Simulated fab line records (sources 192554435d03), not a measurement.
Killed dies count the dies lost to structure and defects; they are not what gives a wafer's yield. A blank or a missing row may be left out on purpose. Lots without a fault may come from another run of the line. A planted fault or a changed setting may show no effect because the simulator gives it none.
Code-filled problem report in 8D (eight disciplines) form	flow n5-finfet	the parts of the form that need people (team, actions taken, sign-off) are left out

== 1. THE PROBLEM ==
Wafers without a fault read 1500.1 rpm, standard deviation 0.83; spin-speed-rpm at N5_BEOL_M0_CUTY_COAT_50 reads a mean of 1573.1 rpm on 9 wafers belonging to 3 lots. Measured from the usual mean, that is +88 standard deviations.
The step: time 60 s, resist thk 15 nm.
Earliest sighting: wafer L496.3 on litho-track-04 at day 10 03:04. At this step, 24 wafers from 8 lots have a number in the record. The rule behind "out" and "out of limits": a value lying over 4 standard deviations away from the usual mean. The rest of the wafers with a number are treated as sound.

== 2. WHAT IT IS, AND WHAT IT ISN'T ==
question	is	is not
which readings at this step	spin-speed-rpm	-
which lots	L496, L498, L499	L483, L491, L497, L500, L502
which wafers of those lots	all that have a number	-
read on which tools	litho-track-04	litho-track-02, litho-track-03
when	from day 10 03:04	up to then (6 sound wafers); but 9 sound wafers of L497, L500, L502 came after

== 3. SUSPECTS, AND WHAT RULES EACH OUT ==
Counting: a tool stays on the suspect list if, at a process step up to the reading, it processed all lots that are out and no sound lot following the first of them.
- litho-track-04 at N5_BEOL_M0_CUTY_COAT_50 (time 60 s, resist thk 15 nm): kept. All lots that are out passed through it, beginning with L496 at day 10 03:04, and no sound lot followed; its final sound lot before that point was L491 at day 9 00:49. On those wafers its own readings are out: spin-speed-rpm.
After counting, what remains is litho-track-04 at N5_BEOL_M0_CUTY_COAT_50.

== 4. THE CAUSE (what the simulator had put in) ==
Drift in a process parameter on litho-track-04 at N5_BEOL_M0_CUTY_COAT_50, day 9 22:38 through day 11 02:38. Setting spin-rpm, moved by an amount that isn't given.
This tool alone remained once counting was done.

== 5. THE EFFECT CHAIN, in route order ==
Rows list readings where the struck wafers' mean (over those with a number) sits beyond 3 standard deviations from the usual. Readings are gone through only where the record gives a usual standard deviation; hours: the median, over the lots, of the time from a lot's start at the first step in this table giving one to that lot's start at this step; sigmas: the change measured in usual standard deviations.
hours	step	reading	usual	on struck wafers	change	sigmas
0	N5_BEOL_M0_CUTY_COAT_50	spin-speed-rpm	1500.1 rpm	1573.1	+73.0	+88
Here are the process steps it includes:
- N5_BEOL_M0_CUTY_COAT_50: time 60 s, resist thk 15 nm.
Later steps that measure or inspect, where all struck wafers having a row at the step show a number for every such reading and not one has moved that far: N5_BEOL_M4_RC_MEAS_101.

== 6. HOW IT WOULD HAVE BEEN CAUGHT EARLIER ==
In this record no reading fell out of limits until day 10 03:04, 4 hours after the fault had begun at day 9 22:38.
